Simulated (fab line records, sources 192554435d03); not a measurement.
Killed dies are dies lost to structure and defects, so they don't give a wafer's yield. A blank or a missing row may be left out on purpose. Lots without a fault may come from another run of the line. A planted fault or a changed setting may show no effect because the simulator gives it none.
fab line records | flow n5_finfet
record lots=9 wafers=26 last_day=18
route steps=1938 shown BEOL_M0_CUTY@712 BEOL_M0@731 BEOL_M4@1111
lots that met no fault: from a run of the same line without faults
start_h: hours from the record's first day to the start of the lot's first wafer shown | wait_h: hours since the lot's step before | " the same as in the row above | L1.1+2: a row that stands for several wafers | - no value, or no start given | * or withheld: withheld | < > ~ a bound
route shown NAME@n: a module of which the file shows steps, and the number in the route of the first | usual: mean/standard deviation of fault-free wafers | same: alike in all rows | chamber/n: place in a boat | sites: the reading at each site | _std_site: their standard deviation | _edge_site: outer sites' mean less inner sites' | radius_mm: how far each site lies from the wafer's centre | mask NAME#n: copy n | behind: the tool/chamber that last shaped the wafer | hold: why the lot was held/for how many hours/how that ended | device: the transistor (n, p or np) that didn't switch | end of line: the same wafers' tests at the end of the route | a step without rows: its recipe alone | killed: dies lost to structure and defects at the first sort, not the wafer's yield | map: a wafer's dies, x killed, . not, _ none there
set.NAME: the setting as run; set.NAME@STEP: as run at that earlier step | model.NAME: the simulator's own value behind a step, which no gauge read
steps of the route over a sample of lots; a table a step, a row a wafer
services: from which hour (start_h, from the record's first day; less than 0 if before it) a tool's chamber was out of use, for how many hours, and why
## steps
# step N5_BEOL_M0_CUTY_ETCH_62
# recipe chemistry=CF4 target=SiARC mask_material=CAR-ArF-block time_s=58.5 ion_energy_ev=80 pressure_mtorr=40 source_w=545 bias_w=36 Ar_flow_sccm=100 cf4_flow_sccm=100 ends=cleared
# usual drypump_motor_current_A=5.6/0.41 etch_rf_on_time_s=58.5/1 oes_product_au=0.69/0.072 rf_fwd_power_W=537/3 rf_vpp_V=184.3/1.2 showerhead_plenum_p_Torr=2.16/0.067 throttle_valve_pct=15.49/0.21
# columns lot.wafer tool chamber start_h wait_h drypump_motor_current_A etch_rf_on_time_s oes_product_au rf_fwd_power_W rf_hours_counter_h rf_vpp_V showerhead_plenum_p_Torr throttle_valve_pct
L232.2 rie_diel-02 0 114.63 0.0 5.4 59.9 0.69 536 87 185.0 2.17 15.39
L232.3 " 2 " " 6.6 58.6 0.66 533 128 182.4 2.06 15.46
L232.4 " 3 " " 5.5 58.9 0.78 540 24 183.9 2.11 15.58
L235.1 rie_diel-04 0 131.95 0.0 5.9 59.0 0.65 533 157 184.4 2.14 15.49
L235.4 " 1 " " 5.4 58.9 0.59 537 246 182.7 2.09 15.47
L235.6 " 3 " " 5.0 56.9 0.81 540 - 186.2 2.27 15.21
L240.4 rie_diel-04 0 165.28 0.0 5.9 59.3 0.64 535 169 185.3 2.13 15.49
L240.5 " 1 " " 5.4 58.6 0.82 539 - 184.0 2.09 15.01
L240.6 " 2 " " 5.7 56.3 0.64 536 - 184.3 2.23 15.79
L243.1 rie_diel-04 1 184.95 0.0 5.4 59.0 0.80 540 8 181.1 2.09 15.03
L243.3 " 0 " " 5.9 58.9 0.64 536 175 182.9 2.13 15.52
L243.5 " 2 " " 5.7 57.4 0.64 538 - 185.4 2.23 15.79
L244.2 rie_diel-02 0 193.65 0.0 5.4 59.0 0.67 538 120 183.7 2.16 15.45
L244.3 " 1 " " 5.4 58.2 0.77 541 9 185.9 2.19 15.56
L248.3 rie_diel-04 2 213.59 0.0 5.7 56.9 0.63 537 189 184.8 2.22 15.82
L248.4 " 1 " " 5.4 59.0 0.77 540 16 184.2 2.09 15.03
L248.6 " 2 " " 5.7 56.8 0.64 536 - 184.0 2.22 15.82
L249.2 rie_diel-04 3 217.22 0.0 5.0 57.2 0.75 541 49 185.5 2.26 15.28
L249.3 " 0 " " 5.9 58.8 0.64 533 185 183.4 2.13 15.55
L249.6 " 1 " " 5.4 59.2 0.77 537 - 182.4 2.09 15.04
L254.3 rie_diel-02 1 249.09 0.0 5.4 58.7 0.74 540 28 185.9 2.19 15.58
L254.5 " 1 " " 5.4 58.8 0.75 542 - 184.4 2.19 15.57
L254.6 " 2 " " 6.6 59.5 0.62 533 - 182.7 2.05 15.55
L255.1 rie_diel-02 1 251.06 0.0 5.4 58.7 0.73 541 29 185.3 2.19 15.59
L255.4 " 2 " " 6.6 59.3 0.63 534 180 183.0 2.05 15.55
L255.5 " 1 " " 5.4 58.3 0.75 539 - 184.7 2.19 15.58
# step N5_BEOL_M0_ALD_136
# recipe material=TaN target_thk_a=* temp_c=275 ald_precursor_family=PDMAT ald_co_reactant=NH3 pressure_torr=3 carrier_flow_sccm=1500 pulse_time_s=2 purge_time_s=3 co_reactant_purge_time_s=2 co_reactant_pulse_time_s=3 ald_cycles=30 precursor_vessel_temp_c=75 precursor_vessel_pressure_torr=26.25 precursor_vessel_carrier_sccm=1000
# usual ald_cycles=30/0 heater_power_w=429/39 precursor_vessel_carrier_sccm=1000/3 precursor_vessel_pressure_torr=26.25/0.049
# columns lot.wafer tool chamber start_h wait_h ald_cycles heater_power_w precursor_vessel_carrier_sccm precursor_vessel_pressure_torr
L232.2 ald_metal-03 1 119.38 0.0 30 353 1002 26.33
L232.3 " 3 " " 30 493 1000 26.36
L232.4 " 2 " " 30 473 1002 26.18
L235.1 ald_metal-04 0 134.68 0.0 30 398 1004 26.27
L235.4 " 3 " " 30 402 1002 26.22
L235.6 " 1 " " 30 396 1005 26.32
L240.4 ald_metal-03 0 168.00 0.0 30 408 999 26.23
L240.5 " 3 " " 30 464 1002 26.15
L240.6 " 0 " " 34 403 1001 26.29
L243.1 ald_metal-03 1 186.40 0.1 30 359 1003 26.26
L243.3 " 0 " " 34 414 1000 26.19
L243.5 " 1 " " 30 362 1003 26.25
L244.2 ald_metal-03 3 197.39 0.2 30 468 1002 26.21
L244.3 " 2 " " 34 471 1002 26.23
L248.3 ald_metal-01 0 214.86 0.0 30 447 1005 26.17
L248.4 " 3 " " 30 392 1003 26.14
L248.6 " 0 " " 30 462 1004 26.25
L249.2 ald_metal-04 1 223.47 0.2 30 385 1007 26.25
L249.3 " 0 " " 30 407 997 26.27
L249.6 " 3 " " 30 399 1000 26.22
L254.3 ald_metal-03 3 250.81 0.1 30 460 997 26.24
L254.5 " 3 " " 30 470 1003 26.17
L254.6 " 2 " " 30 460 1000 26.18
L255.1 ald_metal-03 3 252.75 0.1 30 475 1000 26.22
L255.4 " 1 " " 30 355 992 26.21
L255.5 " 2 " " 30 469 1004 26.24
# step N5_BEOL_M0_SPUTTER_116
# recipe material=Cu target_thk_a=40 temp_c=-20 chamber_pressure_pa=0.07 power_w=withheld time_s=7.37
# usual throttle_valve_pct=29.6/1.1
# columns lot.wafer tool chamber start_h wait_h throttle_valve_pct
L232.2 pvd_sputter-03 - 120.02 0.2 28.3
L232.3 " - " " 31.1
L232.4 " - " " 28.9
L235.1 pvd_sputter-02 - 136.65 1.2 30.2
L235.4 " - " " 30.2
L235.6 " - " " 29.0
L240.4 pvd_sputter-03 - 168.76 0.1 28.9
L240.5 " - " " 30.8
L240.6 " - " " 28.8
L243.1 pvd_sputter-02 - 186.81 0.1 30.3
L243.3 " - " " 30.5
L243.5 " - " " 30.8
L244.2 pvd_sputter-01 - 198.32 0.4 30.4
L244.3 " - " " 28.0
L248.3 pvd_sputter-03 - 215.29 0.1 28.8
L248.4 " - " " 28.8
L248.6 " - " " 28.9
L249.2 pvd_sputter-02 - 224.63 0.5 31.2
L249.3 " - " " 29.1
L249.6 " - " " 30.3
L254.3 pvd_sputter-02 - 251.41 0.2 29.3
L254.5 " - " " 30.4
L254.6 " - " " 31.1
L255.1 pvd_sputter-03 - 254.44 1.1 30.9
L255.4 " - " " 28.6
L255.5 " - " " 30.8
# step N5_BEOL_M0_ANNEAL_133
# recipe temp_c=400 time_s=60 ambient=vacuum
# usual heater_power_w=831/65
# columns lot.wafer tool chamber start_h wait_h heater_power_w
L232.2 pvd_sputter-03 - 120.22 0.0 809
L232.3 " - " " 950
L232.4 " - " " 871
L235.1 pvd_sputter-02 - 136.85 0.0 751
L235.4 " - " " 816
L235.6 " - " " 903
L240.4 pvd_sputter-03 - 168.96 0.0 879
L240.5 " - " " 977
L240.6 " - " " 809
L243.1 pvd_sputter-02 - 187.01 0.0 845
L243.3 " - " " 787
L243.5 " - " " 757
L244.2 pvd_sputter-01 - 198.52 0.0 843
L244.3 " - " " 769
L248.3 pvd_sputter-03 - 215.49 0.0 866
L248.4 " - " " 748
L248.6 " - " " 841
L249.2 pvd_sputter-02 - 224.83 0.0 758
L249.3 " - " " 901
L249.6 " - " " 774
L254.3 pvd_sputter-02 - 251.61 0.0 880
L254.5 " - " " 832
L254.6 " - " " 776
L255.1 pvd_sputter-03 - 254.64 0.0 977
L255.4 " - " " 810
L255.5 " - " " 974
# step N5_BEOL_M4_RC_MEAS_101
# usual DIBL_N=35.8/1.8 DIBL_P=35.9/2.2 IOFF_N=0.16/0.035 IOFF_P=0.21/0.04 ION_N=672/11 ION_P=461/7.4 SS_N=71.4/0.64 SS_P=73.2/0.67 VT_N=250/3.5 VT_P=-251/3.4
# columns lot.wafer tool chamber start_h wait_h DIBL_N[mV/V] DIBL_P[mV/V] IOFF_N[nA/um] IOFF_P[nA/um] ION_N[uA/um] ION_P[uA/um] SS_N[mV/dec] SS_P[mV/dec] VT_N[mV] VT_P[mV]
L232.2 prober-02 0 163.66 0.2 35.0 34.4 0.15 0.16 664 450 71.5 73.0 250 -254
L232.3 " 0 " " 35.8 36.3 0.17 0.19 691 467 72.1 73.8 248 -252
L232.4 " 0 " " 35.0 35.2 0.15 0.17 671 459 72.0 72.7 248 -252
L235.1 prober-02 0 183.44 0.0 36.6 36.8 0.18 0.25 683 471 72.0 73.6 245 -246
L235.4 " 0 " " 32.9 32.4 0.12 0.18 659 458 70.8 72.4 255 -251
L235.6 " 0 " " 34.7 33.6 0.14 0.18 665 454 71.4 72.8 249 -250
L240.4 prober-02 0 214.06 0.5 36.3 36.0 0.15 0.18 663 455 71.7 73.6 251 -253
L240.5 " 0 " " 38.0 39.9 0.19 0.26 677 462 71.8 74.1 249 -249
L240.6 " 0 " " 36.0 36.2 0.15 0.19 667 458 71.1 73.6 249 -251
L243.1 prober-02 0 238.77 0.0 35.6 35.6 0.14 0.18 674 455 71.6 73.2 249 -251
L243.3 " 0 " " 38.5 39.2 0.19 0.24 682 459 72.2 73.4 249 -249
L243.5 " 0 " " 37.0 37.5 0.18 0.21 685 465 72.7 73.6 249 -250
L244.2 prober-02 0 251.20 0.2 34.3 33.5 0.12 0.17 665 457 70.7 73.1 254 -252
L244.3 " 0 " " 34.8 35.5 0.14 0.20 667 463 70.3 72.8 252 -248
L248.3 prober-02 0 265.80 0.3 31.7 31.2 0.09 0.13 654 456 70.2 71.9 258 -256
L248.4 " 0 " " 34.5 35.6 0.13 0.19 667 461 70.7 73.1 251 -251
L248.6 " 0 " " 33.8 34.5 0.12 0.18 667 469 70.6 72.2 251 -251
L249.2 prober-01 0 273.52 0.2 37.6 37.8 0.17 0.19 671 444 72.1 73.8 251 -257
L249.3 " 0 " " 36.7 36.8 0.15 0.17 668 446 72.0 73.5 252 -256
L249.6 " 0 " " 35.9 36.1 0.14 0.17 660 448 71.8 73.5 253 -256
L254.3 prober-02 0 309.15 0.3 35.9 34.6 0.14 0.20 676 467 70.8 73.0 249 -252
L254.5 " 0 " " 35.5 34.3 0.14 0.20 683 466 71.0 72.3 249 -251
L254.6 " 0 " " 35.3 33.3 0.12 0.19 669 464 70.5 72.7 254 -252
L255.1 prober-02 0 311.74 0.0 34.4 33.0 0.11 0.17 659 459 70.6 72.5 255 -251
L255.4 " 0 " " 35.2 34.1 0.12 0.18 658 459 71.7 72.9 255 -253
L255.5 " 0 " " 32.4 30.8 0.09 0.14 653 453 70.3 71.6 257 -255
## services
# columns tool chamber start_h hours kind
rie_diel-04 3 103.87 1.6 repair
rie_diel-02 2 123.38 3.3 repair
rie_diel-02 3 124.20 18.9 repair
rie_diel-04 0 133.20 5.6 repair
rie_diel-02 1 143.12 - clean
rie_diel-02 1 143.12 - consumable_replace:focus_ring
rie_diel-02 1 143.12 20.1 scheduled_down
rie_diel-02 1 143.12 20.1 vent_cycle
rie_diel-04 1 144.24 - clean
rie_diel-04 1 144.24 - consumable_replace:focus_ring
rie_diel-04 1 144.24 17.1 scheduled_down
rie_diel-04 1 144.24 17.1 vent_cycle
ald_metal-03 - 145.70 2.8 pm
ald_metal-04 - 204.05 1.2 repair
ald_metal-04 - 208.64 6.0 pm
ald_metal-03 - 222.29 1.4 repair
ald_metal-04 - 239.48 8.7 pm
## key
first_sign step=N5_BEOL_M0_ALD_136 reading=ald_cycles direction=up sigmas=99+ usual=* struck=*
effect none on later readings
met_at N5_BEOL_M0_ALD_136
struck_lots L240,L243,L244
struck_wafers L240.6,L243.3,L244.3
not_acting_at N5_BEOL_M0_CUTY_ETCH_62,N5_BEOL_M0_SPUTTER_116,N5_BEOL_M0_ANNEAL_133
onset_between 119.38 168.00
fault kind=process_parameter_drift tool=ald_metal-03 chamber=- onset_h=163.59 steps=N5_BEOL_M0_ALD_136 channel=ald_cycles offset=* shape=step end_h=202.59 scope=struck_wafers_only acts_in=* stated=*
